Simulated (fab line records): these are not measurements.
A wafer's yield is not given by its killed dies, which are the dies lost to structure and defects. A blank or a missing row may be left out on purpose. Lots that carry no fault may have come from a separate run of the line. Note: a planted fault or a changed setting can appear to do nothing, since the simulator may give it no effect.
fab line records + flow nandHarc + part 2 of 2: steps 22 to 29 of 29
record:
- lots: 5
- wafers: 15
- lastDay: 33
route steps=1302 shown A_CHANNEL_HOLE_D1@479 A_CHANNEL_FILL_D1@490
lots with no fault: from the same line, run without faults
startH: hours from the record's opening day to when the first of the lot's shown wafers began + waitH: hours elapsed since this lot's preceding step + " as in the row above + L1.1+2: one row covering several wafers at once + - no value, or no start given + * or withheld: withheld + < > ~ a bound
route shown NAME@n: a module of which the file shows steps, and the number in the route of the first + usual: mean and standard deviation over wafers with no fault + same: alike in all rows + chamber/n: place in a boat + sites: per-site readings + _std_site: standard deviation of those values + _edge_site: outer sites' mean less inner sites' + radiusMm: how far each site lies from the wafer's centre + mask NAME#n: copy n + behind: the most recent tool/chamber to have shaped the wafer + hold: cause of the lot's hold/its duration in hours/its outcome + device: the transistor (n, p or np) that didn't switch + end of line: at the end of the route, the tests of the same wafers + where a step has no rows: the recipe by itself + killed: at the first sort, the dies lost to defects and structure; wafer yield is something else + map: dies across one wafer; x = killed, . = not, _ = none there
set.NAME: setting as actually run; set.NAME@STEP: the setting as run at that earlier step + model.NAME: the simulator's own value behind a step, which no gauge read
a table for each step, a row for each wafer; lots at some steps of the route
services: a tool's chamber out of use, with start hour (startH, from the record's first day; less than 0 if before it), hours out, and reason
== steps ==
step: NHARC_A_CHANNEL_FILL_D1_ETCHBACK_20
recipe:
- targetDepthA: 270
- timeS: 13.5
- c4f8FlowSccm: withheld
- o2FlowSccm: 8
- arFlowSccm: withheld
- rfW: 600
- biasW: 1500
- chemistry: C4F8/O2/Ar
usual:
- oesProductAu: 0.96/0.034
- rfVppV: 975/5.2
same:
- timeS: 13.5
| lot.wafer | tool       | chamber | startH | waitH | oesProductAu | rfHoursCounterH | rfVppV |
|-----------|------------|---------|--------|-------|--------------|-----------------|--------|
| L077.4    | rieDiel-02 | 2       | 240.70 | -     | 0.99         | 0.2             | 989    |
| L077.3    | "          | 3       | "      | "     | 1.01         | 0.3             | 977    |
| L077.2    | "          | 0       | "      | "     | 0.99         | 0.3             | 972    |
| L079.1    | rieDiel-09 | 2       | 267.07 | -     | 0.94         | 4.8             | 969    |
| L079.4    | "          | 3       | "      | "     | 0.91         | 5.8             | 972    |
| L079.3    | "          | 0       | "      | "     | 0.91         | 6.6             | 971    |
| L082.3    | rieDiel-02 | 3       | 298.38 | -     | 0.99         | 3.6             | 977    |
| L082.5    | "          | 1       | "      | "     | 0.99         | -               | 983    |
| L082.6    | "          | 2       | "      | "     | 0.99         | -               | 986    |
| L086.4    | rieDiel-02 | 1       | 327.25 | -     | 0.98         | 3.5             | 983    |
| L086.5    | "          | 0       | "      | "     | 0.99         | -               | 972    |
| L086.6    | "          | 1       | "      | "     | 0.97         | -               | 984    |
| L096.4    | rieDiel-13 | 2       | 426.17 | -     | 0.93         | 3.7             | 974    |
| L096.2    | "          | 3       | "      | "     | 0.94         | 2.5             | 969    |
| L096.5    | "          | 2       | "      | "     | 0.93         | -               | 977    |
step: NHARC_A_CHANNEL_FILL_D1_STRIP_28
recipe:
- timeS: 20
- o2FlowSccm: 500
- arFlowSccm: 0
- biasW: 0
- chemistry: O2
usual:
- drypumpMotorCurrentA: 5.7/0.49
- oesProductAu: 1.000/0.008
- rfVppV: 57.6/0.86
- showerheadPlenumPTorr: 3.44/0.12
- throttleValvePct: 17.037/0.0092
same:
- timeS: 20
| lot.wafer | tool       | chamber | startH | waitH | drypumpMotorCurrentA | oesProductAu | rfHoursCounterH | rfVppV | showerheadPlenumPTorr | throttleValvePct |
|-----------|------------|---------|--------|-------|----------------------|--------------|-----------------|--------|-----------------------|------------------|
| L077.3    | rieDiel-02 | 3       | 240.79 | 0.1   | 5.3                  | 0.997        | 0.3             | 58.0   | 3.52                  | 17.045           |
| L077.2    | "          | 0       | "      | "     | 6.1                  | 0.980        | 0.3             | 58.1   | 3.38                  | 17.049           |
| L077.4    | "          | 2       | "      | "     | 5.6                  | 0.986        | 0.2             | 58.3   | 3.78                  | 17.020           |
| L079.3    | rieDiel-09 | 1       | 267.16 | 0.1   | 5.8                  | 1.004        | 5.6             | 58.3   | 3.39                  | 17.030           |
| L079.4    | "          | 2       | "      | "     | 5.9                  | 1.018        | 4.8             | 58.2   | 3.33                  | 17.027           |
| L079.1    | "          | 3       | "      | "     | 6.4                  | 1.010        | 5.8             | 57.1   | 3.36                  | 17.047           |
| L082.3    | rieDiel-02 | 3       | 298.46 | 0.1   | 5.3                  | 1.009        | 3.6             | 58.2   | 3.52                  | 17.053           |
| L082.5    | "          | 3       | "      | "     | 5.3                  | 1.002        | -               | 58.5   | 3.52                  | 17.044           |
| L082.6    | "          | 0       | "      | "     | 6.1                  | 0.997        | -               | 57.2   | 3.38                  | 17.027           |
| L086.4    | rieDiel-02 | 3       | 327.34 | 0.1   | 5.3                  | 1.003        | 4.8             | 56.1   | 3.52                  | 17.036           |
| L086.5    | "          | 1       | "      | "     | 5.4                  | 0.998        | -               | 56.2   | 3.67                  | 17.056           |
| L086.6    | "          | 2       | "      | "     | 5.6                  | 0.999        | -               | 58.5   | 3.78                  | 17.018           |
| L096.4    | rieDiel-13 | 1       | 426.26 | 0.1   | 5.2                  | 1.001        | 4.2             | 57.9   | 3.54                  | 17.037           |
| L096.2    | "          | 2       | "      | "     | 5.7                  | 0.989        | 3.7             | 58.2   | 3.43                  | 17.043           |
| L096.5    | "          | 1       | "      | "     | 5.2                  | 1.010        | -               | 58.7   | 3.54                  | 17.030           |
step: NHARC_A_CHANNEL_FILL_D1_PRECLEAN_21
recipe:
- timeS: 30
- chemistry: dHF
same:
- timeS: 30
| lot.wafer  | tool        | chamber | startH | waitH |
|------------|-------------|---------|--------|-------|
| L077.2+4+3 | wetBench-05 | 2,4,5   | 240.93 | -     |
| L079.4+1+3 | wetBench-03 | 1,3,4   | 267.27 | -     |
| L082.5+6+3 | wetBench-05 | 4,6,7   | 298.56 | -     |
| L086.6+5+4 | wetBench-05 | 4,6,1   | 327.43 | -     |
| L096.5+2+4 | wetBench-03 | 7,2,4   | 426.36 | -     |
step: NHARC_A_CHANNEL_FILL_D1_SRD_23
| lot.wafer  | tool        | chamber | startH | waitH |
|------------|-------------|---------|--------|-------|
| L077.2+4+3 | wetBench-05 | 2,4,5   | 240.96 | 0.0   |
| L079.4+1+3 | wetBench-03 | 1,3,4   | 267.30 | 0.0   |
| L082.5+6+3 | wetBench-05 | 4,6,7   | 298.58 | 0.0   |
| L086.6+5+4 | wetBench-05 | 4,6,1   | 327.46 | 0.0   |
| L096.5+2+4 | wetBench-03 | 7,2,4   | -      | -     |
step: NHARC_A_CHANNEL_FILL_D1_CVD_05
recipe:
- targetThkA: 50
- tempC: 550
- material: poly-Si
usual:
- spikeTcTopC: 573.8/2.1
- tubeCenterTempC: 550/0.046
| lot.wafer | tool         | chamber | startH | waitH | spikeTcTopC | tubeCenterTempC |
|-----------|--------------|---------|--------|-------|-------------|-----------------|
| L077.2    | lpcvdPoly-03 | 0       | 243.41 | 2.5   | 572.6       | 550.04          |
| L077.3    | "            | 0       | "      | "     | 570.9       | 550.02          |
| L077.4    | "            | 0       | "      | "     | 574.6       | 550.05          |
| L079.1    | lpcvdPoly-03 | 0       | 269.75 | 2.4   | 572.0       | 550             |
| L079.3    | "            | 0       | "      | "     | 573.0       | 549.95          |
| L079.4    | "            | 0       | "      | "     | 572.5       | 549.99          |
| L082.3    | lpcvdPoly-03 | 0       | 301.03 | 2.4   | 572.5       | 549.95          |
| L082.5    | "            | 0       | "      | "     | 571.2       | 550.06          |
| L082.6    | "            | 0       | "      | "     | 572.7       | 550.05          |
| L086.4    | lpcvdPoly-03 | 0       | 329.91 | 2.4   | 571.3       | 549.97          |
| L086.5    | "            | 0       | "      | "     | 573.3       | 549.93          |
| L086.6    | "            | 0       | "      | "     | 572.6       | 549.99          |
| L096.2    | lpcvdPoly-04 | 0       | 428.73 | -     | 576.8       | 550.01          |
| L096.4    | "            | 0       | "      | "     | 576.5       | 549.96          |
| L096.5    | "            | 0       | "      | "     | 577.3       | 550.02          |
step: NHARC_A_CHANNEL_FILL_D1_ANNEAL_22
recipe:
- tempC: 620
- timeS: 7200
usual:
- spikeTcTopC: 637.9/2.2
- tubeCenterTempC: 620/0.05
same:
- timeS: 7200
| lot.wafer | tool       | chamber | startH | waitH | spikeTcTopC | tubeCenterTempC |
|-----------|------------|---------|--------|-------|-------------|-----------------|
| L077.2    | furnace-07 | 0       | 248.67 | 3.4   | 633.8       | 620.03          |
| L077.3    | "          | 0       | "      | "     | 634.7       | 619.92          |
| L077.4    | "          | 0       | "      | "     | 636.0       | 619.95          |
| L079.1    | furnace-05 | 0       | 275.71 | 4.1   | 638.2       | 619.9           |
| L079.3    | "          | 0       | "      | "     | 639.3       | 620.06          |
| L079.4    | "          | 0       | "      | "     | 640.8       | 619.98          |
| L082.3    | furnace-07 | 0       | 306.32 | 3.4   | 633.9       | 620.05          |
| L082.5    | "          | 0       | "      | "     | 635.6       | 620.08          |
| L082.6    | "          | 0       | "      | "     | 634.3       | 620.04          |
| L086.4    | furnace-05 | 0       | 335.22 | 3.5   | 637.3       | 619.94          |
| L086.5    | "          | 0       | "      | "     | 638.3       | 620.06          |
| L086.6    | "          | 0       | "      | "     | 639.5       | 620.01          |
| L096.2    | furnace-02 | 0       | 433.91 | 3.3   | 638.3       | 620             |
| L096.4    | "          | 0       | "      | "     | 639.4       | 620.04          |
| L096.5    | "          | 0       | "      | "     | 637.4       | 619.94          |
step: NHARC_A_CHANNEL_FILL_D1_ALD_25
recipe:
- targetThkA: 600
- pulseTimeS: 10
- aldCycles: 600
- tempC: 300
- material: SiOx
usual:
- heaterPowerW: 500/44
- precursorPulseHeightRel: 0.998/0.018
- susceptorTempC: 299.98/0.2
same:
- aldCycles: 600
- pulseTimeS: 10
| lot.wafer | tool     | chamber | startH | waitH | heaterPowerW | precursorPulseHeightRel | susceptorTempC |
|-----------|----------|---------|--------|-------|--------------|-------------------------|----------------|
| L077.2    | aldHk-01 | 2       | 252.74 | 0.1   | 573          | 1.025                   | 300.00         |
| L077.3    | "        | 3       | "      | "     | 415          | 1.010                   | 299.82         |
| L077.4    | "        | 1       | 254.57 | 1.9   | 473          | 1.002                   | 299.88         |
| L079.3    | aldHk-03 | 0       | 279.77 | 0.0   | 495          | 0.980                   | 300.11         |
| L079.4    | "        | 2       | 281.01 | 1.3   | 475          | 0.992                   | 299.75         |
| L079.1    | "        | 3       | "      | "     | 568          | 1.003                   | 300.12         |
| L082.3    | aldHk-04 | 1       | 311.02 | 0.7   | 468          | 1.004                   | 300.28         |
| L082.6    | "        | 0       | 312.90 | 2.6   | 448          | 0.983                   | 300.39         |
| L082.5    | "        | 1       | "      | "     | 470          | 1.002                   | 300.37         |
| L086.4    | aldHk-01 | 2       | 339.90 | 0.7   | 581          | 1.004                   | 299.99         |
| L086.5    | "        | 1       | 341.73 | 2.5   | 465          | 0.999                   | 299.91         |
| L086.6    | "        | 2       | "      | "     | 587          | 1.001                   | 299.99         |
| L096.4    | aldHk-03 | 3       | 438.15 | 0.2   | 541          | 1.004                   | 300.14         |
| L096.2    | "        | 1       | 439.39 | 1.4   | 486          | 0.990                   | 299.80         |
| L096.5    | "        | 3       | 440.62 | 2.7   | 562          | 1.007                   | 300.23         |
step: NHARC_A_CHANNEL_FILL_D1_ETCHBACK_08
recipe:
- targetDepthA: 2200
- timeS: 110
- c4f8FlowSccm: 20
- arFlowSccm: withheld
- rfW: 600
- biasW: 300
- chemistry: C4F8
usual:
- oesProductAu: 0.97/0.034
- rfVppV: 439.7/2.6
same:
- timeS: 110
| lot.wafer | tool       | chamber | startH | waitH | oesProductAu | rfHoursCounterH | rfVppV |
|-----------|------------|---------|--------|-------|--------------|-----------------|--------|
| L077.4    | rieDiel-13 | 1       | -      | -     | 0.99         | 4.4             | 440.1  |
| L077.2    | "          | 2       | "      | "     | 0.98         | 3.7             | 439.2  |
| L077.3    | "          | 0       | "      | "     | 0.98         | 4.9             | 438.7  |
| L079.1    | rieDiel-13 | 1       | -      | -     | 0.93         | 6.1             | 440.9  |
| L079.3    | "          | 2       | "      | "     | 0.94         | 5.6             | 439.6  |
| L079.4    | "          | 3       | "      | "     | 0.94         | 6.3             | 437.8  |
| L082.3    | rieDiel-09 | 3       | -      | -     | 0.93         | 10.4            | 438.6  |
| L082.5    | "          | 3       | "      | "     | 0.93         | -               | 437.3  |
| L082.6    | "          | 0       | "      | "     | 0.93         | -               | 438.4  |
| L086.4    | rieDiel-09 | 1       | -      | -     | 1.01         | 0.8             | 439.0  |
| L086.5    | "          | 0       | "      | "     | 1.01         | -               | 436.6  |
| L086.6    | "          | 1       | "      | "     | 1.00         | -               | 437.8  |
| L096.2    | rieDiel-13 | 1       | -      | -     | 0.92         | 5.1             | 440.5  |
| L096.4    | "          | 2       | "      | "     | 0.93         | 4.5             | 439.2  |
| L096.5    | "          | 0       | "      | "     | 0.92         | -               | 437.2  |
== services ==
| tool        | chamber | startH | hours | kind   |
|-------------|---------|--------|-------|--------|
| wetBench-06 | -       | 193.60 | 8.0   | pm     |
| rieDiel-01  | 2       | 195.52 | 3.9   | repair |
| rieDiel-01  | -       | 204.57 | 9.0   | pm     |
| wetBench-03 | -       | 210.40 | 8.0   | pm     |
| aldHk-03    | -       | 214.11 | 10.0  | pm     |
| rieDiel-02  | -       | 216.70 | 9.0   | pm     |
| rieDiel-12  | 0       | 221.18 | 11.2  | repair |
| rieDiel-01  | -       | 221.83 | 0.6   | repair |
| wetBench-04 | -       | 227.20 | 8.0   | pm     |
| rieDiel-12  | 3       | 240.37 | 8.1   | repair |
| aldHk-04    | -       | 256.31 | 3.3   | repair |
| rieDiel-02  | 1       | 257.31 | 18.0  | repair |
| wetBench-05 | -       | 260.80 | 8.0   | pm     |
| rieDiel-12  | -       | 268.40 | 9.0   | pm     |
| aldHk-01    | -       | 299.49 | 10.0  | pm     |
| wetBench-06 | -       | 310.67 | 1.0   | repair |
| rieDiel-12  | 3       | 337.64 | 1.8   | repair |
| rieDiel-01  | -       | 352.43 | 0.6   | repair |
| rieDiel-01  | -       | 381.64 | 9.0   | pm     |
| wetBench-03 | -       | 386.40 | 8.0   | pm     |
| rieDiel-12  | 1       | 393.93 | 9.4   | repair |
| rieDiel-12  | 1       | 426.76 | 6.1   | repair |
| rieDiel-01  | -       | 427.65 | 0.6   | repair |
| aldHk-04    | -       | 437.59 | 10.0  | pm     |
